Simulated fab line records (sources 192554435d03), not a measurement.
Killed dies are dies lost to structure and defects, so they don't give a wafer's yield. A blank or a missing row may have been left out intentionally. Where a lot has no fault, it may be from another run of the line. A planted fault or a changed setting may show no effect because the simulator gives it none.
A lot that was struck, set against a sound lot | flow n5-finfet | 34 out of 1938 route steps
Sound: these wafers, L735.1, L735.2, L735.6. Struck: wafer L741.3 (L741.1, L741.2, from the same lot, were not struck and are left out); the cause is given at the end.
Per side, at each step with rows, come the tool, then ch with its chambers, and then its first start. Under that, the readings that differ: sound wafers | struck wafers | difference of the means | sigmas: that difference in standard deviations of wafers without a fault.
alike: a reading whose means differ by less than 2 such deviations, as well as words and numbers matching on both sides. not compared: withheld readings; readings where some wafer has no value; bounds like >300 that might hide an equal value; numbers whose values overlap and for which the record gives no deviation.
Wherever a step has rows on one side only, a row that says differs or no value, or a row with sigmas, the two part there. When numbers do not overlap yet have no deviation, they are printed without sigmas and do not part them. A reading that every wafer of one side lacks parts them only if that side has two wafers or more.

first, 9 steps without rows for these wafers: N5_SD_EPI_P_DEVELOP_08 (develop time 30 s); N5_SD_EPI_P_DESCUM_14 (chemistry O2, time 7.9 s); N5_SD_EPI_P_ETCH_36 (etches SiARC in CF4, target depth 45.5 nm, time 75.8 s); N5_SD_EPI_P_ETCH_37 (etches SOC in N2/H2, overetch 108 nm, time 486 s); N5_SD_EPI_P_STRIP_38 (strips in N2/H2); N5_SD_EPI_P_ETCHBACK_46 (etches SiNx in CH3F/O2, stops on SiO2, target depth 17.5 nm); N5_SD_EPI_P_ETCH_47 (etches SiOCN in CH3F/O2, target depth 25 nm); N5_SD_EPI_P_ETCH_16 (etches SiO2 in CHF3/O2, target depth 5 nm); N5_SD_EPI_P_STRIP_50 (strips in CHF3/O2).
N5_SD_EPI_P_SD_RECESS_17: chemistry HBr/Cl2/O2, target depth 39.1 nm, bt time 3 s.
  sound on rie-si-05 ch 0,2,3, day 6 09:28; struck on rie-si-02 ch 2, day 7 17:38
  reading                              | sound             | struck | difference | sigmas
  model.SD_EPI_P.feature-depth-nm (nm) | 39.4 40.4 40.2    | 29.8   | -10.2      |
  model.etch.depth-nm (nm)             | 39.35 40.49 40.21 | 29.84  | -10.18     |
  alike: drypump-motor-current-A, oes-product-au, throttle-valve-pct
  not compared: rf-hours-counter-h
then, 22 steps without rows for these wafers: N5_SD_EPI_P_WET_ETCH_45 (etches SiO2 in dHF, time 10.7 s, target depth 2 nm, rinse time 30 s); N5_SD_EPI_P_STRIP_40 (strips in N2/H2); N5_SD_EPI_P_PRECLEAN_52 (cleans in O3/DIW, time 60 s); N5_SD_EPI_P_SRD_20 (time 30 s); N5_SD_EPI_P_PRECLEAN_51 (cleans in NF3:NH3, afs cycles 1, time 20 s, sublimation time 60 s); N5_SD_EPI_P_VAPOR_ETCH_44 (etches SiGe30 in NF3/Ar, time 3.3 s); N5_SD_EPI_P_EPI_21 (deposits SiGe:B, time 355 s); N5_SD_EPI_P_HM_STRIP_48 (strips SiNx in H3PO4, material SiNx, target depth 3 nm); N5_SD_EPI_P_SRD_49 (time 30 s); N5_SD_EPI_P_PRECLEAN_24 (cleans in O3/DIW, time 45 s); N5_SD_EPI_P_PRECLEAN_32 (cleans in dHF, time 10 s); N5_SD_EPI_P_PRECLEAN_33 (cleans in SC2, time 45 s); N5_SD_EPI_P_SRD_25 (time 30 s); N5_SD_ACTIVATION_RTA_00 (time 0 s); N5_SD_ACTIVATION_LSA_01 (time 0.0008 s); N5_ILD0_LINER_00 (material SiNx, target thk 4 nm, pulse time 1 s, purge time 2 s); N5_ILD0_FCVD_FILL_01 (material SiO2 flowable, target thk 200 nm, time 328.3 s); N5_ILD0_CURE_02 (time 1800 s); N5_ILD0_CMP_03 (polishes, stops on SiNx, t overpolish 1.9 s, target thk 197.38 nm); N5_ILD0_CMP_07 (polishes SiO2 flowable, stops on poly-Si, t overpolish 1.18 s, target thk 138.88 nm); N5_ILD0_PRECLEAN_10 (cleans in NF3:NH3, afs cycles 5, time 20 s, sublimation time 60 s); N5_ILD0_ALD_15 (deposits SiNx, target thk 24 nm, pulse time 1 s, ald cycles 480).
-- the record jumps here: 5 days lie between the struck wafers' starts before and after (it left off in module ILD0 and takes up again in module BEOL_M4, whose first step shown is number 1111 of the route) --
N5_BEOL_M4_RC_MEAS_101:
  sound on prober-01 ch 0, day 11 08:59; struck on prober-02 ch 0, day 12 17:07
  reading         | sound                | struck | difference | sigmas
  CJ_P            | 5.70 5.84 6.03       | 3.85   | -2.01      | -9
  ION_P (uA/um)   | 459 470 468          | 416    | -50        | -6
  REXT_P (ohm.um) | 101.8 101.1 100.9    | 113.3  | +12.0      | +5
  VT_P (mV)       | -251.3 -247.4 -248.7 | -256.5 | -7.4       | -2
  alike: DIBL_N, DIBL_P, IOFF_N, IOFF_P, ION_N, SS_N, SS_P, VT_N
-- here the record skips 5 days between the struck wafers' starts before and after, leaving off in module BEOL_M4 and picking up in module PASSIVATION (first step shown: number 1936 of the route) --
N5_PASSIVATION_PROBE_49:
  struck on prober-01, day 17 09:56; sound on prober-02, day 15 10:51
  reading              | sound          | struck | difference | sigmas
  killed_at_M4_up      | 8 10 11        | 25     | +15        | +3
  sort_bin_8_speed (%) | 0 0 0          | 88.64  | +88.64     | +99 or more
  sort-n-pass          | 1102 1087 1094 | 28     | -1066      | -63
  sort-yield-pct (%)   | 93.4 92.1 92.7 | 2.4    | -90.3      | -60
  alike: defect-limited-yield, killed_at_M0_to_M3, killed-at-contacts, killed-at-front-end, killed-at-other, killed-dies, killed-open, killed-short, sort_bin_5_function, sort_bin_6_memory

WHERE THEY PART
Last at N5_PASSIVATION_PROBE_49 as far as this record goes, first at N5_BEOL_M4_RC_MEAS_101.

WHY: what had been put in by the simulator
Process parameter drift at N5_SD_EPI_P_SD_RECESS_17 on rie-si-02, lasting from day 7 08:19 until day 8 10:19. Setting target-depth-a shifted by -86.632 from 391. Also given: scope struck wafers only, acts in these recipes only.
